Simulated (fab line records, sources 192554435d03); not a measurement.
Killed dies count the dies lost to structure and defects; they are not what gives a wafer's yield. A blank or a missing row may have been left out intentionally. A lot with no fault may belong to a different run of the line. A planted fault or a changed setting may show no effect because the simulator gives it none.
Matching of chambers / flow n5-finfet / N5_BEOL_M4_ILD_DEP_00 on pecvd-04: 3 sister chambers
The step deposits SiOC from DEMS/O2, target thk 79 nm, time 15.3 s. 3 wafers are shown with their chamber, then 9 later ones without.

== WAFERS, EACH WITH ITS CHAMBER ==
wafer=L086.2; chamber=1; heater-power-w (W)=592
wafer=L086.3; chamber=0; heater-power-w (W)=404
wafer=L086.6; chamber=2; heater-power-w (W)=471

== WAFERS WHOSE CHAMBER IS MISSING ==
wafer=L088.3; heater-power-w (W)=558
wafer=L088.4; heater-power-w (W)=546
wafer=L088.6; heater-power-w (W)=400
wafer=L091.2; heater-power-w (W)=518
wafer=L091.5; heater-power-w (W)=339
wafer=L091.6; heater-power-w (W)=434
wafer=L093.1; heater-power-w (W)=365
wafer=L093.3; heater-power-w (W)=562
wafer=L093.6; heater-power-w (W)=509

== THE CHAMBER EACH PASSED THROUGH ==
wafer=L088.3; from the rows above=can't be placed: 1 or 2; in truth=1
wafer=L088.4; from the rows above=can't be placed: 1 or 2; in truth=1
wafer=L088.6; from the rows above=can't be placed: 0 or 2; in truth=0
wafer=L091.2; from the rows above=can't be placed: 2 or 1 or 0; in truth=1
wafer=L091.5; from the rows above=can't be placed: 0 or 2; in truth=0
wafer=L091.6; from the rows above=can't be placed: 0 or 2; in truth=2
wafer=L093.1; from the rows above=can't be placed: 0 or 2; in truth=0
wafer=L093.3; from the rows above=can't be placed: 1 or 2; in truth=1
wafer=L093.6; from the rows above=can't be placed: 2 or 1 or 0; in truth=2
Correct placement for 0 of the 9. Not placeable from these rows: 9 (in 9, the candidates include the true chamber). Number placed wrongly: 0.
How it was worked out, from the rows above alone: a wafer's distance from a chamber is the root of the sum, over the readings, of the square of ((its reading less the chamber's mean) divided by the reading's scatter). The wafer belongs to the nearest chamber; if the next one is less than 2 further off, it can't be placed. The mean given for a chamber averages the wafers shown for that chamber. The scatter: with one shown wafer a chamber, the root of the mean of the squares of how far each hidden wafer lies from its nearest shown one.
